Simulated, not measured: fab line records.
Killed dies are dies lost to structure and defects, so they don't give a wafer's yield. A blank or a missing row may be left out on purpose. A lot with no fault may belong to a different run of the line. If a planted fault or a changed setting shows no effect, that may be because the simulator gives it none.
A struck lot beside a sound one ; flow nand-harc ; 13 out of 1302 route steps
Sound: these wafers, L836.3, L836.4, L836.5. Struck: wafer L843.6; the same lot's L843.3 was not struck, so it is left out; see the end for the cause.
Each step with rows lists, per side, the tool, then ch with its chambers, then its first start. Under that, the readings that differ: sound wafers ; struck wafers ; difference of the means ; sigmas: that difference in standard deviations of wafers without a fault.
alike: words and numbers the same on both sides, and readings whose means are apart by under 2 such deviations; not compared: readings that were withheld, readings missing a value for some wafer, numbers with overlapping values and no deviation given by the record, and bounds like >300 which may hide the same value.
Wherever a step has rows on one side only, a row that says differs or no value, or a row with sigmas, the two part there. Non-overlapping numbers with no deviation appear without sigmas and do not part them. A reading that every wafer of one side lacks parts them only if that side has two wafers or more.

first, 1 step without rows for these wafers: NHARC_A_STAIRCASE_HARDBAKE_311 (time 140 s).
NHARC_A_STAIRCASE_DESCUM_312: chemistry O2, time 3 s.
  sound on rie-diel-08 ch 0,1,3, day 18 19:48; struck on rie-diel-12 ch 0, day 22 14:26
  alike: drypump-motor-current-A, mfc-ar-sccm, oes-product-au, rf-vpp-V, showerhead-plenum-p-Torr, throttle-valve-pct
  not compared: rf-hours-counter-h
NHARC_A_STAIRCASE_ETCH_313: etches the open film in CF4/CHF3.
  sound on rie-diel-08 ch 0,1,3, day 18 19:53; struck on rie-diel-12 ch 3, day 22 14:30
reading;sound;struck;difference;sigmas
oes-product-au (a.u.);0.972 0.970 0.961;0.919;-0.049;-3
  alike: drypump-motor-current-A, mfc-ar-sccm, rf-vpp-V, showerhead-plenum-p-Torr, throttle-valve-pct
  not compared: rf-hours-counter-h
NHARC_A_STAIRCASE_HM_OPEN_463: chemistry O2/COS.
  sound: rie-diel-08 ch 1,3; struck: rie-diel-12 ch 1
reading;sound;struck;difference;sigmas
mfc-ar-sccm (sccm);0.028 0.016 0.016;0;+0;-2
  alike: drypump-motor-current-A, oes-product-au, rf-vpp-V, showerhead-plenum-p-Torr, throttle-valve-pct
  not compared: rf-hours-counter-h
then, 2 steps without rows for these wafers: NHARC_A_STAIRCASE_STRIP_464 (strips in O2/COS); NHARC_A_STAIRCASE_ETCH_453 (etches the open film in CF4/O2, target depth 30 nm, overetch 3 nm, time 16.5 s).
NHARC_A_STAIRCASE_ETCH_315: etches the open film in C4F8/O2/Ar, target depth 2500 nm, time 607.1 s.
  sound: rie-diel-08 ch 0,1; struck: rie-diel-12 ch 1
reading;sound;struck;difference;sigmas
oes-product-au (a.u.);0.942 0.940 0.948;0.917;-0.026;-3
  alike: rf-vpp-V
  not compared: rf-hours-counter-h
NHARC_A_STAIRCASE_STRIP_316: strips in O2.
  sound: rie-diel-08 ch 0,3; struck: rie-diel-12 ch 1
  alike: drypump-motor-current-A, mfc-ar-sccm, oes-product-au, rf-vpp-V, showerhead-plenum-p-Torr, throttle-valve-pct
  not compared: rf-hours-counter-h
then, 3 steps without rows for these wafers: NHARC_A_STAIRCASE_STRIP_317 (strips in SPM, time 900 s); NHARC_A_STAIRCASE_PRECLEAN_318 (cleans in SC1); NHARC_A_STAIRCASE_SRD_329.
NHARC_A_STAIRCASE_ALD_415: deposits SiO2, target thk 30 nm, pulse time 6 s, ald cycles 300.
  sound on ald-hk-04 ch 2,3, day 18 21:40; struck on ald-hk-04 ch 3, day 22 16:58
reading;sound;struck;difference;sigmas
ald-cycles;300 300 300;322;+22;
  alike: heater-power-w, precursor-pulse-height-rel
then, 1 step without rows for these wafers: NHARC_A_STAIRCASE_ETCHBACK_416 (etches the open film in C4F8/O2/Ar, target depth 36 nm, time 7.2 s).

## WHERE THEY PART
Earliest at NHARC_A_STAIRCASE_ETCH_313; latest, in this record, at NHARC_A_STAIRCASE_ETCH_315. Later steps at which nothing parts them and some readings are alike: NHARC_A_STAIRCASE_STRIP_316, NHARC_A_STAIRCASE_ALD_415.

WHY: what the simulator had put in
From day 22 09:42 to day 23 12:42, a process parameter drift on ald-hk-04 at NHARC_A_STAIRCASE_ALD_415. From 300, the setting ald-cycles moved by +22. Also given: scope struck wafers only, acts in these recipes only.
